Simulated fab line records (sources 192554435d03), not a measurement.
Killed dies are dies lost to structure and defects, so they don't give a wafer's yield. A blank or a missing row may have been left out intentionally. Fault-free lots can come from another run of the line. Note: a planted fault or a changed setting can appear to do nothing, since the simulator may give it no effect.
The same fault as seen by 3 desks | flow n5-finfet | only its own numbers are on each desk; what lay behind them is given at the end

THE DEFECT DESK
What the inspections along the route counted, lot by lot: means of the sampled wafers that have a number. A lot is out of limits, marked OUT, if its mean lies more than 4 standard deviations from the usual mean; the brackets give that distance.
Columns: A = raw-defect-count at N5_DUMMY_GATE_INSPECT_17, usual 218
lot  | first seen here | A
L213 | day 3 03:07     | 304
L216 | day 3 18:37     | 190
L217 | day 4 00:58     | 197
L219 | day 4 09:43     | 398
L221 | day 4 23:17     | 214
L225 | day 6 05:01     | 227
L233 | day 7 23:22     | 119
L234 | day 8 06:04     | 274
L235 | day 8 11:54     | 178
This desk found nothing out of limits on any of the 9 lots.

METROLOGY DESK
Means of the sampled wafers that have a number, per lot and without regard to the tool the lot ran on: this is what the gauges read. A lot is out of limits, marked OUT, if its mean lies more than 4 standard deviations from the usual mean; the brackets give that distance. It has 10 readings; the 7 that lie furthest out on some lot are the ones shown.
Columns: A = IOFF_N at N5_BEOL_M4_RC_MEAS_101, usual 0.16 nA/um; B = IOFF_P at N5_BEOL_M4_RC_MEAS_101, usual 0.22 nA/um; C = ION_P at N5_BEOL_M4_RC_MEAS_101, usual 462 uA/um; D = SS_N at N5_BEOL_M4_RC_MEAS_101, usual 71.6 mV/dec; E = SS_P at N5_BEOL_M4_RC_MEAS_101, usual 73.5 mV/dec; F = VT_N at N5_BEOL_M4_RC_MEAS_101, usual 250 mV; G = VT_P at N5_BEOL_M4_RC_MEAS_101, usual -250 mV
lot  | first seen here | A    | B    | C   | D    | E    | F   | G
L213 | day 9 11:10     | 0.16 | 0.27 | 470 | 70.7 | 73.6 | 248 | -245
L217 | day 9 15:41     | 0.13 | 0.16 | 448 | 71.1 | 72.5 | 255 | -257
L216 | day 9 21:14     | 0.15 | 0.20 | 465 | 71.2 | 73.1 | 252 | -251
L219 | day 10 10:27    | 0.17 | 0.23 | 464 | 71.8 | 74.0 | 251 | -249
L221 | day 10 22:46    | 0.14 | 0.21 | 464 | 71.4 | 73.7 | 253 | -249
L225 | day 11 17:41    | 0.17 | 0.26 | 463 | 72.1 | 73.6 | 251 | -247
L233 | day 14 07:06    | 0.17 | 0.24 | 459 | 71.7 | 74.5 | 252 | -248
L235 | day 14 07:49    | 0.20 | 0.28 | 468 | 72.1 | 73.8 | 247 | -244
L234 | day 14 14:19    | 0.16 | 0.22 | 466 | 71.4 | 73.3 | 250 | -249
This desk found nothing out of limits on any of the 9 lots.

TOOL OWNER'S DESK, rie-si-03
The tool's own readings at N5_DUMMY_GATE_ETCH_23 (etches poly-Si in HBr/Cl2/O2, target depth 41 nm, time 22.3 s): means of the sampled wafers that have a number, for each lot that ran on this tool. A lot is out of limits, marked OUT, if its mean lies more than 4 standard deviations from the usual mean; the brackets give that distance.
Columns: A = chamber-pressure-mTorr at N5_DUMMY_GATE_ETCH_23, usual 10.002 mTorr; B = drypump-motor-current-A at N5_DUMMY_GATE_ETCH_23, usual 5.9 A; C = mfc-cl2-sccm at N5_DUMMY_GATE_ETCH_23, usual 79.97 sccm; D = oes-product-au at N5_DUMMY_GATE_ETCH_23, usual 0.998 a.u.; E = rf-fwd-power-W at N5_DUMMY_GATE_ETCH_23, usual 793.9 W; F = throttle-valve-pct at N5_DUMMY_GATE_ETCH_23, usual 37.2 %
lot  | first seen here | A      | B   | C     | D               | E     | F
L216 | day 3 19:22     | 9.998  | 5.8 | 79.97 | 0.988           | 793.3 | 37.2
L217 | day 4 01:42     | 10.002 | 6.5 | 79.80 | 0.987           | 795.5 | 37.5
L233 | day 8 00:20     | 10.005 | 5.8 | 79.79 | 1.407 (+23) OUT | 792.2 | 37.1
L235 | day 8 12:40     | 10.016 | 6.0 | 80.13 | 1.429 (+24) OUT | 791.1 | 37.0
This desk's finding: out of limits on L233, L235; first on L233, day 8 00:20 (oes-product-au at N5_DUMMY_GATE_ETCH_23). L216, L217: within limits.

BROUGHT TOGETHER
At day 8 00:20, on L233, L235, the tool owner's desk was in a position to raise an alarm.
The defect desk saw nothing out of limits.
Metrology desk: nothing out of limits seen.
The defect desk has L233, L235 on record, within its limits.
The metrology desk has L233, L235 on record, within its limits.
Of the lots named, all ran N5_DUMMY_GATE_ETCH_23 on rie-si-03.

WHAT HAD BEEN PUT IN BY THE SIMULATOR
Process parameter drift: rie-si-03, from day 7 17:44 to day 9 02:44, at N5_DUMMY_GATE_ETCH_23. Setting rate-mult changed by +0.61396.
Shown lots that were struck: L233, L235.
How many hours passed from the start of the fault until each desk's first out-of-limits reading: the tool owner's desk, 7.
